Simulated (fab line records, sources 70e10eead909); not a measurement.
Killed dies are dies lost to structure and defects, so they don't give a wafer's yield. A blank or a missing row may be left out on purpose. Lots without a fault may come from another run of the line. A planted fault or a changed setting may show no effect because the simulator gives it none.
fab line records | flow nand_harc
record lots=12 wafers=36 last_day=33
route steps=1302 shown P_GATE@124
lots that met no fault: from a run of the same line without faults
start_h: hours from the record's first day to the start of the lot's first wafer shown | wait_h: hours since the lot's step before | " the same as in the row above | L1.1+2: a row that stands for several wafers | - no value, or no start given | * or withheld: withheld | < > ~ a bound
route shown NAME@n: a module of which the file shows steps, and the number in the route of the first | usual: mean/standard deviation of fault-free wafers | same: alike in all rows | chamber/n: place in a boat | sites: the reading at each site | _std_site: their standard deviation | _edge_site: outer sites' mean less inner sites' | radius_mm: how far each site lies from the wafer's centre | mask NAME#n: copy n | behind: the tool/chamber that last shaped the wafer | hold: why the lot was held/for how many hours/how that ended | device: the transistor (n, p or np) that didn't switch | end of line: the same wafers' tests at the end of the route | a step without rows: its recipe alone | killed: dies lost to structure and defects at the first sort, not the wafer's yield | map: a wafer's dies, x killed, . not, _ none there
set.NAME: the setting as run; set.NAME@STEP: as run at that earlier step | model.NAME: the simulator's own value behind a step, which no gauge read
steps of the route over a sample of lots; a table a step, a row a wafer
services: from which hour (start_h, from the record's first day; less than 0 if before it) a tool's chamber was out of use, for how many hours, and why
## steps
# step NHARC_P_GATE_DESCUM_13
# recipe time_s=3 o2_flow_sccm=200 ar_flow_sccm=0 bias_power_w=0 chemistry=O2
# usual drypump_motor_current_A=5.6/0.35 oes_product_au=0.996/0.0099 rf_vpp_V=57.8/0.93 showerhead_plenum_p_Torr=1.88/0.081 throttle_valve_pct=11.310/0.0084
# columns lot.wafer tool chamber start_h wait_h drypump_motor_current_A oes_product_au rf_hours_counter_h rf_vpp_V showerhead_plenum_p_Torr throttle_valve_pct
L547.1 rie_diel-04 2 80.68 - 5.4 1.011 4.5 57.6 1.97 11.319
L547.2 " 3 " " 5.8 1.003 4.7 57.9 1.90 11.324
L547.5 " 2 " " 5.3 1.021 - 59.1 1.97 11.318
L548.1 rie_diel-07 3 94.71 - 5.8 0.998 7.5 56.7 1.79 11.303
L548.3 " 0 " " 5.7 1.002 5.8 57.6 1.80 11.316
L548.6 " 2 " " 5.7 0.980 - 57.9 1.97 11.305
L554.4 rie_diel-07 1 156.72 - 5.4 1.008 3.0 58.6 1.95 11.306
L554.3 " 2 " " 5.7 0.992 1.9 57.1 1.97 11.304
L554.6 " 1 " " 5.3 1.001 - 59.0 1.95 11.317
L555.2 rie_diel-07 0 173.63 - 5.7 0.981 3.0 57.0 1.80 11.305
L555.4 " 1 " " 5.3 0.999 3.3 58.4 1.95 11.310
L555.6 " 2 " " 5.7 0.973 - 58.0 1.96 11.312
L562.2 rie_diel-04 3 233.17 - 5.8 1.012 3.6 57.3 1.90 11.289
L562.3 " 1 " " 5.5 0.988 2.9 57.7 1.98 11.316
L562.5 " 3 " " 5.8 1.011 - 57.3 1.90 11.296
L563.3 rie_diel-07 2 244.88 - 5.7 0.983 6.5 59.1 1.96 11.315
L563.2 " 0 " " 5.7 0.983 6.3 57.6 1.79 11.322
L563.5 " 2 " " 5.7 0.984 - 56.9 1.96 11.293
L564.1 rie_diel-12 2 250.44 - 5.6 0.998 7.3 56.5 1.81 11.312
L564.5 " 1 " " 6.1 0.996 - 57.2 1.79 11.310
L564.6 " 2 " " 5.6 0.992 - 56.7 1.81 11.312
L565.1 rie_diel-07 2 258.03 - 5.7 0.988 7.2 56.9 1.96 11.321
L565.5 " 0 " " 5.7 0.996 - 57.8 1.79 11.301
L565.6 " 1 " " 5.3 0.998 - 57.8 1.95 11.312
L566.3 rie_diel-07 1 270.27 - 5.3 0.986 9.2 58.3 1.95 11.321
L566.2 " 3 " " 5.9 0.978 7.7 57.1 1.78 11.322
L566.1 " 0 " " 5.7 0.988 7.8 57.3 1.79 11.296
L567.2 rie_diel-04 2 277.46 - 5.3 1.005 5.5 58.6 1.96 11.317
L567.4 " 1 " " 5.5 0.999 5.5 59.5 1.98 11.316
L567.5 " 2 " " 5.4 1.008 - 58.7 1.96 11.315
L569.3 rie_diel-04 1 301.49 - 5.6 1.003 6.6 59.2 1.98 11.316
L569.1 " 3 " " 5.7 1.007 6.5 58.4 1.90 11.317
L569.6 " 1 " " 5.5 0.992 - 58.5 1.98 11.316
L570.2 rie_diel-12 3 311.09 - 5.5 0.990 3.0 58.1 1.88 11.319
L570.1 " 0 " " 4.8 0.985 2.8 58.2 1.95 11.300
L570.6 " 3 " " 5.4 0.986 - 60.1 1.88 11.314
# step NHARC_P_GATE_STRIP_108
# recipe o2_flow_sccm=500 ar_flow_sccm=0 bias_w=0 chemistry=O2
# usual drypump_motor_current_A=5.68/0.29 oes_product_au=0.999/0.011 rf_vpp_V=57.8/0.84 showerhead_plenum_p_Torr=3.55/0.14 throttle_valve_pct=17.036/0.0097
# columns lot.wafer tool chamber start_h wait_h drypump_motor_current_A oes_product_au rf_hours_counter_h rf_vpp_V showerhead_plenum_p_Torr throttle_valve_pct
L547.1 rie_diel-07 2 95.24 - 5.72 0.978 8.9 57.3 3.62 17.030
L547.2 " 1 " " 5.32 1.001 7.7 58.3 3.59 17.021
L547.5 " 3 " " 5.86 0.991 - 58.1 3.31 17.041
L548.1 rie_diel-07 0 109.20 - 5.68 1.019 7.2 56.7 3.33 17.033
L548.3 " 1 " " 5.34 0.992 9.0 57.5 3.59 17.029
L548.6 " 0 " " 5.68 1.006 - 58.5 3.33 17.041
L554.4 rie_diel-07 1 171.31 - 5.30 1.006 3.2 58.0 3.59 17.047
L554.3 " 2 " " 5.68 0.981 2.0 57.7 3.62 17.062
L554.6 " 2 " " 5.69 0.992 - 57.6 3.62 17.054
L555.4 rie_diel-07 3 194.14 - 5.86 1.004 3.8 57.0 3.31 17.037
L555.2 " 1 " " 5.35 1.005 4.6 56.4 3.59 17.040
L555.6 " 3 " " 5.87 0.991 - 56.5 3.31 17.044
L562.3 rie_diel-04 2 254.59 - 5.36 1.011 4.1 57.7 3.62 17.030
L562.2 " 3 " " 5.81 0.999 4.5 58.1 3.51 17.057
L562.5 " 0 " " 6.15 1.002 - 56.8 3.73 17.046
L563.2 rie_diel-07 2 264.23 - 5.71 0.977 8.1 57.8 3.61 17.039
L563.3 " 1 " " 5.33 0.979 9.0 57.4 3.59 17.029
L563.5 " 2 " " 5.70 0.979 - 58.2 3.61 17.030
L564.1 rie_diel-07 2 268.18 - 5.71 0.985 8.1 58.7 3.61 17.022
L564.6 " 1 " " 5.32 0.999 - 58.5 3.59 17.027
L564.5 " 2 " " 5.69 0.990 - 58.0 3.61 17.043
L565.1 rie_diel-07 1 273.95 - 5.37 1.005 9.3 56.2 3.59 17.039
L565.5 " 0 " " 5.67 0.995 - 57.7 3.32 17.035
L565.6 " 1 " " 5.37 0.998 - 59.6 3.59 17.036
L566.3 rie_diel-04 2 287.19 - 5.35 0.998 5.8 56.9 3.62 17.042
L566.2 " 3 " " 5.78 1.001 5.8 58.3 3.51 17.037
L566.1 " 0 " " 6.14 1.004 6.1 59.8 3.73 17.040
L567.2 rie_diel-04 2 294.42 - 5.36 1.009 6.0 58.8 3.62 17.027
L567.4 " 1 " " 5.58 0.996 6.0 57.7 3.65 17.042
L567.5 " 3 " " 5.82 0.994 - 59.0 3.51 17.030
L569.1 rie_diel-12 2 325.07 - 5.60 0.997 3.0 57.6 3.35 17.037
L569.3 " 1 " " 6.15 0.995 2.8 57.9 3.32 17.033
L569.6 " 2 " " 5.59 1.007 - 58.5 3.35 17.032
L570.1 rie_diel-04 2 328.49 - 5.33 1.016 8.0 57.2 3.61 17.045
L570.2 " 3 " " 5.82 1.007 7.9 56.7 3.51 17.032
L570.6 " 2 " " 5.36 1.018 - 57.5 3.62 17.040
# step NHARC_P_GATE_STRIP_112
# recipe power_w=1500 temp_c=110 time_s=200 chemistry=N2/H2
# usual drypump_motor_current_A=6.1/0.4 heater_power_w=90/6.7 temp_c=110.00/0.14
# columns lot.wafer tool chamber start_h wait_h drypump_motor_current_A heater_power_w rf_hours_counter_h temp_c
L547.1 plasma_asher-01 0 108.71 0.2 5.7 82 26 110.02
L547.2 " 1 " " 5.7 99 26 110.01
L547.5 " 0 " " 5.7 84 - 109.87
L548.1 plasma_asher-01 0 122.64 0.2 5.7 85 28 109.89
L548.3 " 1 " " 5.7 99 - 109.98
L548.6 " 0 " " 5.7 85 - 109.78
L554.3 plasma_asher-02 1 184.89 0.2 5.9 83 - 110.20
L554.4 " 0 " " 6.6 96 - 110.05
L554.6 " 0 " " 6.6 97 - 109.96
L555.2 plasma_asher-02 1 207.56 0.2 5.9 84 27 110.08
L555.4 " 0 " " 6.6 94 - 109.86
L555.6 " 0 " " 6.6 98 - 109.86
L562.2 plasma_asher-01 1 268.12 0.2 5.7 95 15 110.02
L562.3 " 1 " " 5.7 94 - 109.99
L562.5 " 1 " " 5.7 94 - 109.97
L563.2 plasma_asher-01 0 277.43 0.2 5.7 83 16 109.99
L563.3 " 0 " " 5.7 84 - 109.92
L563.5 " 1 " " 5.7 96 - 109.75
L564.1 plasma_asher-02 1 281.46 0.2 6.0 81 5 109.94
L564.5 " 0 " " 6.6 97 - 109.78
L564.6 " 1 " " 5.9 80 - 109.84
L565.1 plasma_asher-02 0 287.35 0.2 6.6 98 6 109.66
L565.6 " 0 " " 6.7 97 - 109.81
L565.5 " 1 " " 5.9 82 - 110.14
L566.1 plasma_asher-01 1 300.59 0.2 5.7 95 21 109.83
L566.2 " 0 " " 5.7 84 21 109.93
L566.3 " 0 " " 5.7 83 - 110.02
L567.2 plasma_asher-01 1 308.03 0.2 5.7 95 22 110.17
L567.4 " 1 " " 5.7 95 - 109.91
L567.5 " 0 " " 5.7 82 - 110.04
L569.1 plasma_asher-02 1 338.46 0.2 5.9 83 16 110.26
L569.3 " 0 " " 6.6 96 - 110.26
L569.6 " 1 " " 5.9 83 - 109.85
L570.2 plasma_asher-02 0 344.01 0.2 6.6 97 18 110.13
L570.1 " 1 " " 6.0 82 18 109.91
L570.6 " 1 " " 6.0 82 - 109.96
# step NHARC_P_GATE_STRIP_67
# recipe time_s=600 temp_c=130 chemistry=SPM
# usual bath_guard_temp_C=129.9/0.5 temp_c=130.00/0.13
# columns lot.wafer tool chamber start_h wait_h bath_guard_temp_C temp_c
L547.5 wet_bench-06 4 112.38 0.1 130.0 129.96
L547.2 " 5 " " 129.4 130.05
L547.1 " 1 " " 130.0 129.95
L548.1 wet_bench-01 6 126.41 0.2 130.4 129.70
L548.6 " 7 " " 129.5 129.87
L548.3 " 0 " " 129.8 129.99
L554.4 wet_bench-06 5 188.62 0.1 124.6 125.29
L554.6 " 6 " " 124.8 125.48
L554.3 " 2 " " 125.4 125.05
L555.4 wet_bench-06 1 211.37 0.1 125.1 125.32
L555.2 " 2 " " 124.8 125.40
L555.6 " 4 " " 125.4 125.48
L562.5 wet_bench-04 1 271.79 0.1 130.2 130.12
L562.3 " 2 " " 130.5 130.15
L562.2 " 5 " " 130.6 129.95
L563.5 wet_bench-06 1 281.26 0.1 129.8 129.93
L563.3 " 3 " " 130.5 130.20
L563.2 " 4 " " 129.7 129.97
L564.6 wet_bench-06 0 285.21 0.0 130.3 130.24
L564.1 " 4 " " 130.1 129.96
L564.5 " 5 " " 129.5 129.87
L565.5 wet_bench-06 6 291.13 0.1 129.3 129.98
L565.1 " 0 " " 130.0 129.79
L565.6 " 2 " " 130.2 129.86
L566.1 wet_bench-06 5 304.36 0.2 129.5 129.81
L566.3 " 6 " " 129.8 130.17
L566.2 " 0 " " 130.3 129.85
L567.4 wet_bench-06 4 311.89 0.1 129.7 130.15
L567.2 " 5 " " 129.4 129.95
L567.5 " 6 " " 129.3 129.91
L569.6 wet_bench-06 7 342.19 0.0 130.9 129.99
L569.1 " 0 " " 130.5 129.98
L569.3 " 1 " " 129.9 130.10
L570.2 wet_bench-06 5 348.04 0.2 129.2 130.05
L570.1 " 6 " " 129.4 129.99
L570.6 " 7 " " 130.5 129.90
## services
# columns tool chamber start_h hours kind
rie_diel-07 1 71.10 3.0 repair
plasma_asher-02 - 72.19 9.0 pm
rie_diel-07 0 76.83 6.2 repair
rie_diel-04 3 82.40 8.3 repair
rie_diel-12 - 91.40 9.0 pm
wet_bench-06 - 94.21 2.5 repair
rie_diel-12 0 105.95 1.7 repair
rie_diel-07 - 117.20 9.0 pm
rie_diel-07 2 130.49 3.1 repair
rie_diel-12 0 135.20 6.2 repair
plasma_asher-01 - 165.00 9.0 pm
rie_diel-07 - 170.29 0.1 repair
rie_diel-12 0 177.40 1.7 repair
rie_diel-04 - 177.95 9.0 pm
wet_bench-06 - 193.60 8.0 pm
rie_diel-04 1 201.17 6.9 repair
plasma_asher-01 - 224.70 11.9 repair
rie_diel-12 0 241.68 12.6 repair
plasma_asher-02 - 249.28 9.0 pm
rie_diel-04 1 254.07 4.7 repair
rie_diel-04 0 278.38 8.1 repair
rie_diel-04 0 319.82 6.6 repair
rie_diel-04 1 320.17 27.7 repair
plasma_asher-01 - 342.00 9.0 pm
## key
first_sign step=NHARC_P_GATE_STRIP_67 reading=temp_c direction=down sigmas=35 usual=* struck=*
effect step=NHARC_P_GATE_STRIP_67 reading=bath_guard_temp_C direction=down sigmas=9.9 usual=* struck=*
met_at NHARC_P_GATE_STRIP_67
struck_lots L554,L555
tester_left_out L554,L555
not_acting_at NHARC_P_GATE_DESCUM_13,NHARC_P_GATE_STRIP_108,NHARC_P_GATE_STRIP_112
onset_between 112.38 188.62
fault kind=process_parameter_drift tool=wet_bench-06 chamber=- onset_h=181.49 steps=NHARC_P_GATE_STRIP_67 channel=temp_c offset=* shape=step end_h=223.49 acts_in=* stated=*
# tester_left_out: of these lots the tester's yield and bins aren't shown, on N5 and GAA mostly nor the transistor test; their killed dies are dies lost to structure and defects alone, not to doping, threshold or leakage, so they don't give the yield
